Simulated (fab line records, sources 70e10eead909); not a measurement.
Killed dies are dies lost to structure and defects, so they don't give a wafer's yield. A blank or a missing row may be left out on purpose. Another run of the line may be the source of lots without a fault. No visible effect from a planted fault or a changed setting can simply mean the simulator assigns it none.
Struck lot and sound lot, side by side    flow nand_harc    16 steps out of a route of 1302
Sound: the wafers L468.2, L468.4, L468.6. Struck: wafers L475.1, L475.2. (L475.5 of the same lot was not struck and is left out.) The cause comes at the end.
Each step with rows lists, per side, the tool, then ch with its chambers, then its first start. Under that, the readings that differ: sound wafers    struck wafers    difference of the means    sigmas: that difference in standard deviations of wafers without a fault.
alike: readings whose means differ by less than 2 such deviations, and words and numbers that are the same on both sides. not compared: withheld readings, readings that some wafer has no value for, bounds like >300 that may hide the same value, and numbers for which the record gives no deviation and whose values overlap.
The two part at a step that has a row with sigmas, a row that says differs or no value, or rows on one side only. When numbers do not overlap yet have no deviation, they are printed without sigmas and do not part them. Lack of a reading on every wafer of one side parts them only where that side has two or more wafers.

NHARC_A_DECK1_JOINT_INSPECT_05:
  sound on defect_inspect-01 at day 13 22:37; struck on defect_inspect-02 at day 17 01:16
  alike: raw_defect_count
after that, 1 step with no rows for these wafers: NHARC_A_ONON_D2_DEP_00 (target thk 1000 nm).
NHARC_A_ONON_D2_THK_MEAS_02: measures by ellipsometry.
  sound on film_metro-02 at day 13 23:11; struck on film_metro-01 at day 17 01:50
  alike: thk_nm
after that, 1 step with no rows for these wafers: NHARC_A_ONON_D2_DEP_03 (target thk 1000 nm).
NHARC_A_ONON_D2_THK_MEAS_05: measures by ellipsometry.
  sound on film_metro-02 at day 13 23:45; struck on film_metro-01 at day 17 02:24
  alike: thk_nm
after that, 1 step with no rows for these wafers: NHARC_A_ONON_D2_DEP_06 (target thk 1000 nm).
NHARC_A_ONON_D2_THK_MEAS_08: measures by ellipsometry.
  sound on film_metro-01 at day 14 00:19; struck on film_metro-01 at day 17 02:58
  alike: thk_nm
after that, 1 step with no rows for these wafers: NHARC_A_ONON_D2_DEP_09 (target thk 1000 nm).
NHARC_A_ONON_D2_THK_MEAS_11: measures by ellipsometry.
  sound on film_metro-02 at day 14 00:53; struck on film_metro-01 at day 17 03:33
  alike: thk_nm
after that, 1 step with no rows for these wafers: NHARC_A_ONON_D2_DEP_12 (target thk 1000 nm).
NHARC_A_ONON_D2_THK_MEAS_14: measures by ellipsometry.
  sound on film_metro-01 at day 14 01:27; struck on film_metro-01 at day 17 04:07
  alike: thk_nm
then, 1 step without rows for these wafers: NHARC_A_ONON_D2_ANNEAL_15 (time 3600 s).
NHARC_A_ONON_D2_DEP_16: target thk 1000 nm.
  sound on pecvd_onon-02 ch 0, day 14 12:07; struck on pecvd_onon-02 ch 0, day 17 11:15
NHARC_A_ONON_D2_THK_MEAS_18: measures by ellipsometry.
  sound on film_metro-02 at day 14 12:34; struck on film_metro-02 at day 17 11:46
reading      sound        struck   difference  sigmas
thk_nm (nm)  992 993 992  851 854  -140        -15
after that, 1 step with no rows for these wafers: NHARC_A_ONON_D2_DEP_19 (target thk 1000 nm).
-- record jumps: 12 days between struck wafers' starts before vs after; left off in module A_ONON_D2, resumes in module END, first step shown is number 1302 of the route --
NHARC_END_SORT_01:
  only the struck wafers appear in the record here, on prober-01 ch 0 at day 29 07:59; the sound ones have no rows

WHERE THEY PART
Earliest at NHARC_A_ONON_D2_THK_MEAS_18; latest, in this record, at NHARC_END_SORT_01.

WHY: whatever the simulator had introduced
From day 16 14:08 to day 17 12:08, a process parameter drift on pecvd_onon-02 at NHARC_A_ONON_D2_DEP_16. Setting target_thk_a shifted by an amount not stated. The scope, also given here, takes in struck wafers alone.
